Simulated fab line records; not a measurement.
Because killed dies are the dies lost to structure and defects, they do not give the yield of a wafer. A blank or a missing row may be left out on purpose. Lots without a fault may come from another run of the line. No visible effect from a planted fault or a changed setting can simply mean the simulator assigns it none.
Code-filled problem report in 8D (eight disciplines) form | flow n5-finfet | the parts of the form that need people (team, actions taken, sign-off) are left out

## 1. THE ISSUE
At N5_BEOL_M9_COAT_64, spin-speed-rpm averages 1599.2 rpm over 9 wafers from 3 lots, while fault-free wafers read 1500.0 rpm, standard deviation 0.87. That is +99 or more standard deviations from the usual mean.
The step: time 60 s, resist thk 12 nm.
First observed at day 12 05:13: wafer L294.1, on litho-track-04. Wafers with a number at this step in the record: 33, from 11 lots. By rule, "out" or "out of limits" means more than 4 standard deviations away from the usual mean. The rest of the wafers with a number are treated as sound.

## 2. WHAT IT IS; WHAT IT IS NOT
question                    | is                     | is not
which readings at this step | spin-speed-rpm         | dispense-pressure-kPa, exhaust-pa
which lots                  | L294, L295, L299       | L289, L290, L301, L306, L307, L308, L309, L311
which wafers of those lots  | all that have a number | -
read on which tools         | litho-track-04         | litho-track-01, litho-track-02
when                        | from day 12 05:13      | up to then (6 sound wafers); but 18 sound wafers of L301, L306, L307, L308, L309, L311 came after

## 3. WHAT RULES OUT EACH SUSPECT
Counting: a tool stays on the suspect list if, at a process step up to the reading, it processed all lots that are out and no sound lot following the first of them.
- litho-track-04 at N5_BEOL_M9_COAT_64 (time 60 s, resist thk 12 nm): ruled out as a lasting fault. Sound lots L306 ran on it after its first lot that is out, L294 (day 12 05:13).
Left after counting: nothing in the record.

## 4. THE CAUSE (what the simulator had put in)
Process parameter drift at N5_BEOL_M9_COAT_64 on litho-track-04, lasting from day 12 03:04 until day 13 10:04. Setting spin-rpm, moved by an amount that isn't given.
Counting ruled it out, wrongly.

## 5. SEQUENCE OF EFFECTS, ordered by route
Rows list readings where the struck wafers' mean (over those with a number) sits beyond 3 standard deviations from the usual. Only readings for which the record gives a usual standard deviation are gone through. hours: the time from each lot's start at the first step in this table that gives one to its start at this step, as a median over the lots. sigmas: the change in usual standard deviations.
hours | step               | reading        | usual      | on struck wafers | change | sigmas
0     | N5_BEOL_M9_COAT_64 | spin-speed-rpm | 1500.0 rpm | 1599.2           | +99.2  | +99 or more
The process steps in it:
- N5_BEOL_M9_COAT_64: time 60 s, resist thk 12 nm.

## 6. WHAT WOULD HAVE CAUGHT IT SOONER
In this record no reading fell out of limits until day 12 05:13, 2 hours after the fault had begun at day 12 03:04.
